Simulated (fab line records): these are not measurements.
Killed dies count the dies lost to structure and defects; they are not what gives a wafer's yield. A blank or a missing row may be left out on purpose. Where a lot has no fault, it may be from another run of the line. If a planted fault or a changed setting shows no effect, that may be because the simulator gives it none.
What tool caused it?    flow nandHarc    72 wafers from 24 lots sampled at 6 of the route's 1302 steps

WHAT EACH GAUGE READ, for each wafer
NHARC_P_BONDPAD_THK_MEAS_20: measures by xrf. Usual: thkNm reads 160.9 nm (standard deviation 1.3).
lot   measured      on            thkNm (nm)         flag
L074  day 6 16:10   filmMetro-02  160.8 160.4 160.7  
L075  day 7 08:05   filmMetro-02  160.6 161.3 161.4  
L076  day 7 15:29   filmMetro-01  161.8 161.0 161.7  
L077  day 7 21:23   filmMetro-02  161.8 163.9 160.8  
L078  day 8 06:50   filmMetro-01  159.2 158.5 158.9  
L079  day 8 13:19   filmMetro-01  161.0 159.1 159.6  
L080  day 9 04:46   filmMetro-01  160.8 160.6 160.5  
L081  day 9 13:37   filmMetro-01  161.7 160.8 162.2  
L082  day 10 06:03  filmMetro-02  160.6 161.4 160.6  
L083  day 10 21:26  filmMetro-01  159.8 161.2 160.4  
L084  day 10 22:05  filmMetro-01  162.2 161.5 163.3  
L085  day 11 07:47  filmMetro-01  159.9 160.3 161.8  
L086  day 11 14:05  filmMetro-01  160.4 164.3 162.2  
L087  day 11 23:28  filmMetro-02  160.4 160.2 159.1  
L089  day 12 18:23  filmMetro-01  161.8 160.8 160.0  
L088  day 12 19:05  filmMetro-02  161.4 160.7 160.5  
L090  day 13 12:04  filmMetro-02  165.0 161.1 158.8  
L091  day 13 13:23  filmMetro-01  161.8 158.7 160.0  
L092  day 14 01:48  filmMetro-01  160.2 161.7 162.0  
L093  day 14 14:29  filmMetro-02  162.0 164.2 162.6  
L095  day 15 09:38  filmMetro-01  160.8 161.5 158.1  
L094  day 15 18:44  filmMetro-01  162.5 162.3 160.6  
L096  day 16 01:08  filmMetro-02  159.0 160.8 160.1  
L097  day 16 01:44  filmMetro-02  159.2 163.2 161.1  

NHARC_A_ZERO_WELL_CD_MEAS_10: the cd target is 2000 nm. Usual: cdNm reads 1999.6 nm (standard deviation 1.5).
lot   measured      on        cdNm (nm)             flag
L074  day 6 17:40   cdSem-03  2001.4 2001.3 2001.3  
L075  day 7 09:35   cdSem-02  1999.5 2000.6 1999.1  
L076  day 7 16:55   cdSem-02  1998.6 1998.9 1997.6  
L077  day 7 22:58   cdSem-02  1998.0 1999.2 1998.5  
L078  day 8 08:20   cdSem-02  2001.1 2000.3 2001.9  
L079  day 8 14:43   cdSem-01  1997.5 1998.2 1998.6  
L080  day 9 06:16   cdSem-01  2000.8 1999.4 2000.0  
L081  day 9 15:01   cdSem-02  1998.4 1998.1 1996.9  
L082  day 10 07:35  cdSem-01  2000.3 1999.8 2000.1  
L083  day 10 22:49  cdSem-03  2002.4 1998.0 2001.2  
L084  day 10 23:35  cdSem-02  2000.0 2000.2 1999.2  
L085  day 11 09:19  cdSem-01  2000.6 2000.5 1999.4  
L086  day 11 15:29  cdSem-02  2000.7 1999.4 1998.4  
L087  day 12 01:01  cdSem-02  1999.3 1996.2 1997.2  
L089  day 12 19:55  cdSem-03  1996.5 1998.3 1997.6  
L088  day 12 20:35  cdSem-03  2000.3 1999.3 1999.0  
L090  day 13 13:29  cdSem-02  2000.7 1999.9 1999.3  
L091  day 13 14:55  cdSem-03  2003.2 2002.0 2001.3  
L092  day 14 03:20  cdSem-03  1997.6 2000.1 2000.5  
L093  day 14 16:02  cdSem-01  1999.4 1999.9 1999.5  
L095  day 15 11:09  cdSem-02  2000.3 2001.4 1999.8  
L094  day 15 20:16  cdSem-02  1998.9 1998.7 1999.0  
L096  day 16 02:33  cdSem-03  2000.0 1998.9 2000.2  
L097  day 16 03:16  cdSem-01  2000.0 2000.3 2000.7  

WHAT TOOL EACH LOT RAN ON (gives the tool, then ch and the chambers of the sampled wafers, and finally the start)
lot   NHARC_P_M1_STRIP_18                NHARC_P_M1_DEGAS_29          NHARC_P_M1_PRE_CLEAN_30                 NHARC_P_BONDPAD_DESCUM_11
L074  rieDiel-06 ch 1,2, day 6 05:18     pvdSputter-03, day 6 05:58   pvdSputter-03, day 6 13:48 or earlier   rieDiel-05 ch 0,2,3, day 6 13:48
L075  rieDiel-09 ch 0,1,2, day 6 21:20   pvdSputter-02, day 6 21:58   pvdSputter-02, day 7 05:41 or earlier   rieDiel-05 ch 1,2,3, day 7 05:41
L076  rieDiel-02 ch 1,2, day 7 04:36     pvdSputter-03, day 7 05:16   pvdSputter-03, day 7 13:08 or earlier   rieDiel-08 ch 1,2, day 7 13:08
L077  rieDiel-09 ch 0,2,3, day 7 10:47   pvdSputter-02, day 7 11:23   pvdSputter-02, day 7 19:02 or earlier   rieDiel-05 ch 2,3, day 7 19:02
L078  rieDiel-02 ch 1,2, day 7 20:09     pvdSputter-01, day 7 20:49   pvdSputter-01, day 8 04:30 or earlier   rieDiel-08 ch 0,2, day 8 04:30
L079  rieDiel-09 ch 0,2,3, day 8 02:41   pvdSputter-01, day 8 03:18   pvdSputter-01, day 8 10:59 or earlier   rieDiel-13 ch 0,1,2, day 8 10:59
L080  rieDiel-06 ch 1,2, day 8 18:11     pvdSputter-03, day 8 18:50   pvdSputter-03, day 9 02:23 or earlier   rieDiel-13 ch 1,2, day 9 02:23
L081  rieDiel-02 ch 0,2, day 9 02:53     pvdSputter-03, day 9 03:32   pvdSputter-03, day 9 11:16 or earlier   rieDiel-13 ch 0,3, day 9 11:16
L082  rieDiel-02 ch 0,1, day 9 19:20     pvdSputter-01, day 9 19:57   pvdSputter-01, day 10 03:38 or earlier  rieDiel-08 ch 1,3, day 10 03:38
L083  rieDiel-09 ch 0,1, day 10 09:40    pvdSputter-02, day 10 10:19  pvdSputter-02, day 10 18:58 or earlier  rieDiel-08 ch 1,3, day 10 18:58
L084  rieDiel-09 ch 2,3, day 10 11:02    pvdSputter-02, day 10 11:40  pvdSputter-02, day 10 19:41 or earlier  rieDiel-13 ch 1,2,3, day 10 19:41
L085  rieDiel-09 ch 1,2,3, day 10 20:45  pvdSputter-02, day 10 21:22  pvdSputter-02, day 11 05:26 or earlier  rieDiel-08 ch 0,1, day 11 05:26
L086  rieDiel-09 ch 0,2, day 11 03:34    pvdSputter-02, day 11 04:11  pvdSputter-02, day 11 11:39 or earlier  rieDiel-13 ch 0,1, day 11 11:39
L087  rieDiel-06 ch 0,1, day 11 12:35    pvdSputter-02, day 11 13:18  pvdSputter-02, day 11 21:08 or earlier  rieDiel-13 ch 1,2,3, day 11 21:08
L089  rieDiel-09 ch 1,2,3, day 12 07:44  pvdSputter-02, day 12 08:22  pvdSputter-02, day 12 16:04 or earlier  rieDiel-13 ch 1,2,3, day 12 16:04
L088  rieDiel-09 ch 2,3, day 12 08:11    pvdSputter-02, day 12 08:49  pvdSputter-02, day 12 16:43 or earlier  rieDiel-05 ch 0,2,3, day 12 16:43
L090  rieDiel-06 ch 1,2,3, day 13 01:26  pvdSputter-01, day 13 02:06  pvdSputter-01, day 13 09:43 or earlier  rieDiel-05 ch 0,1, day 13 09:43
L091  rieDiel-06 ch 0,1,3, day 13 02:17  pvdSputter-01, day 13 02:55  pvdSputter-01, day 13 11:01 or earlier  rieDiel-08 ch 0,2,3, day 13 11:01
L092  rieDiel-06 ch 0,2,3, day 13 15:08  pvdSputter-03, day 13 15:46  pvdSputter-03, day 13 23:28 or earlier  rieDiel-08 ch 0,3, day 13 23:28
L093  rieDiel-02 ch 0,2, day 14 03:55    pvdSputter-03, day 14 04:32  pvdSputter-03, day 14 12:09 or earlier  rieDiel-08 ch 0,2,3, day 14 12:09
L095  rieDiel-09 ch 1,2,3, day 14 21:01  pvdSputter-01, day 14 21:43  pvdSputter-01, day 15 05:20 or earlier  rieDiel-13 ch 0,2,3, day 15 05:20
L094  rieDiel-06 ch 2,3, day 15 02:37    pvdSputter-03, day 15 03:14  pvdSputter-03, day 15 16:26 or earlier  rieDiel-13 ch 1,2,3, day 15 16:26
L096  rieDiel-09 ch 0,1,2, day 15 14:37  pvdSputter-01, day 15 15:13  pvdSputter-01, day 15 22:47 or earlier  rieDiel-08 ch 1,2, day 15 22:47
L097  rieDiel-06 ch 0,2,3, day 15 15:05  pvdSputter-01, day 15 15:43  pvdSputter-01, day 15 23:23 or earlier  rieDiel-13 ch 1,3, day 15 23:23
- NHARC_P_M1_STRIP_18: strips in N2/H2.
- NHARC_P_M1_DEGAS_29: time 60 s.
- NHARC_P_M1_PRE_CLEAN_30: time 30 s.
- NHARC_P_BONDPAD_DESCUM_11: chemistry O2, time 3 s.

AS READ BY THE TOOLS THEMSELVES (means over the sampled wafers that have a number; for cases with no such wafer, the mark the record gives instead)
NHARC_P_M1_STRIP_18. Usual: drypumpMotorCurrentA 5.88 A, standard deviation 0.28; oesProductAu 1.001 a.u., standard deviation 0.0089; rfVppV 90.5 V, standard deviation 0.84; showerheadPlenumPTorr 2.02 Torr, standard deviation 0.079; throttleValvePct 14.172 %, standard deviation 0.0092.
lot   tool        drypumpMotorCurrentA (A)  oesProductAu (a.u.)  rfVppV (V)  showerheadPlenumPTorr (Torr)  throttleValvePct (%)  flag
L074  rieDiel-06  5.50                      0.996                90.7        2.01                          14.179                
L075  rieDiel-09  5.89                      0.995                90.4        2.05                          14.170                
L076  rieDiel-02  5.95                      1.001                91.1        2.07                          14.176                
L077  rieDiel-09  5.99                      1.009                91.2        2.06                          14.165                
L078  rieDiel-02  5.85                      0.999                90.9        2.14                          14.179                
L079  rieDiel-09  5.99                      1.007                91.5        2.06                          14.174                
L080  rieDiel-06  5.51                      0.997                90.3        2.01                          14.176                
L081  rieDiel-02  5.76                      0.989                90.4        1.94                          14.173                
L082  rieDiel-02  5.68                      0.996                90.6        2.01                          14.176                
L083  rieDiel-09  5.82                      1.008                90.7        2.03                          14.175                
L084  rieDiel-09  6.08                      1.007                90.7        2.03                          14.170                
L085  rieDiel-09  6.01                      1.012                90.4        2.01                          14.177                
L086  rieDiel-09  5.92                      0.997                91.2        2.10                          14.171                
L087  rieDiel-06  5.96                      0.997                90.3        1.98                          14.181                
L089  rieDiel-09  5.99                      1.004                90.5        2.01                          14.168                
L088  rieDiel-09  6.04                      1.016                90.5        2.03                          14.161                
L090  rieDiel-06  5.71                      0.993                89.9        1.98                          14.173                
L091  rieDiel-06  6.00                      0.993                90.4        2.00                          14.176                
L092  rieDiel-06  5.89                      1.001                90.1        1.94                          14.169                
L093  rieDiel-02  5.91                      0.997                90.8        1.96                          14.165                
L095  rieDiel-09  5.99                      1.004                90.1        2.01                          14.178                
L094  rieDiel-06  5.93                      1.008                90.6        1.95                          14.169                
L096  rieDiel-09  5.89                      1.008                90.3        2.05                          14.173                
L097  rieDiel-06  5.89                      1.009                90.1        1.94                          14.175                

NHARC_P_M1_DEGAS_29. Usual: heaterPowerW reads 318 W (standard deviation 21).
lot   tool           heaterPowerW (W)  flag
L074  pvdSputter-03  314               
L075  pvdSputter-02  311               
L076  pvdSputter-03  302               
L077  pvdSputter-02  307               
L078  pvdSputter-01  339               
L079  pvdSputter-01  342               
L080  pvdSputter-03  315               
L081  pvdSputter-03  310               
L082  pvdSputter-01  336               
L083  pvdSputter-02  296               
L084  pvdSputter-02  295               
L085  pvdSputter-02  305               
L086  pvdSputter-02  332               
L087  pvdSputter-02  326               
L089  pvdSputter-02  309               
L088  pvdSputter-02  296               
L090  pvdSputter-01  328               
L091  pvdSputter-01  331               
L092  pvdSputter-03  305               
L093  pvdSputter-03  304               
L095  pvdSputter-01  332               
L094  pvdSputter-03  307               
L096  pvdSputter-01  320               
L097  pvdSputter-01  333               

NHARC_P_M1_PRE_CLEAN_30. Usual: heaterPowerW reads 392 W (standard deviation 25).
lot   tool           heaterPowerW (W)  flag
L074  pvdSputter-03  366               
L075  pvdSputter-02  378               
L076  pvdSputter-03  361               
L077  pvdSputter-02  402               
L078  pvdSputter-01  424               
L079  pvdSputter-01  394               
L080  pvdSputter-03  388               
L081  pvdSputter-03  368               
L082  pvdSputter-01  421               
L083  pvdSputter-02  392               
L084  pvdSputter-02  398               
L085  pvdSputter-02  385               
L086  pvdSputter-02  392               
L087  pvdSputter-02  378               
L089  pvdSputter-02  382               
L088  pvdSputter-02  399               
L090  pvdSputter-01  400               
L091  pvdSputter-01  416               
L092  pvdSputter-03  381               
L093  pvdSputter-03  370               
L095  pvdSputter-01  403               
L094  pvdSputter-03  373               
L096  pvdSputter-01  387               
L097  pvdSputter-01  401               

NHARC_P_BONDPAD_DESCUM_11. Usual: drypumpMotorCurrentA 5.8 A, standard deviation 0.42; oesProductAu 1.001 a.u., standard deviation 0.0078; rfVppV 57.9 V, standard deviation 0.91; showerheadPlenumPTorr 1.92 Torr, standard deviation 0.062; throttleValvePct 11.311 %, standard deviation 0.0088.
lot   tool        drypumpMotorCurrentA (A)  oesProductAu (a.u.)  rfVppV (V)  showerheadPlenumPTorr (Torr)  throttleValvePct (%)  flag
L074  rieDiel-05  6.1                       1.004                58.5        1.97                          11.316                
L075  rieDiel-05  6.4                       1.013                58.6        1.97                          11.321                
L076  rieDiel-08  5.5                       0.997                57.9        1.86                          11.311                
L077  rieDiel-05  6.2                       1.004                57.6        2.00                          11.308                
L078  rieDiel-08  5.8                       1.001                57.4        1.88                          11.308                
L079  rieDiel-13  5.9                       1.004                57.9        1.91                          11.318                
L080  rieDiel-13  6.1                       0.996                58.1        1.97                          11.310                
L081  rieDiel-13  5.5                       1.007                57.7        1.92                          11.316                
L082  rieDiel-08  5.2                       0.989                57.5        1.89                          11.303                
L083  rieDiel-08  5.2                       0.998                57.0        1.89                          11.319                
L084  rieDiel-13  5.9                       1.006                57.8        1.96                          11.308                
L085  rieDiel-08  6.0                       0.987                57.5        1.89                          11.318                
L086  rieDiel-13  5.6                       1.007                57.5        1.84                          11.308                
L087  rieDiel-13  5.9                       1.004                59.1        1.96                          11.306                
L089  rieDiel-13  5.9                       1.004                58.5        1.96                          11.302                
L088  rieDiel-05  6.1                       1.006                58.9        1.97                          11.315                
L090  rieDiel-05  6.3                       1.001                58.7        1.94                          11.308                
L091  rieDiel-08  5.6                       1.001                56.6        1.90                          11.305                
L092  rieDiel-08  5.5                       0.997                57.8        1.91                          11.312                
L093  rieDiel-08  5.6                       0.996                57.8        1.89                          11.302                
L095  rieDiel-13  5.7                       1.006                57.5        1.93                          11.309                
L094  rieDiel-13  5.9                       0.997                58.1        1.96                          11.313                
L096  rieDiel-08  5.6                       0.992                56.5        1.86                          11.318                
L097  rieDiel-13  5.9                       1.008                57.1        1.93                          11.318                

THE ANSWER, worked out from the rows above alone
Rule: a lot is off if the mean of its wafers that have a number lies more than 3 standard deviations from the usual mean. Also off: a lot with no number at a reading for which 4 or more lots have one. Where the step has rows for the other lots, those lots are counted as sound. Order of review: gauges by route order, followed by the tools' own readings, for which a lot's mean as printed above is used. At the first step where some lot is off, the reading lying furthest off is the one used; lots without a number count as furthest.
Across all readings shown, no lot is off: no conclusion can be drawn from this.

WHAT THE SIMULATOR HAD INSERTED
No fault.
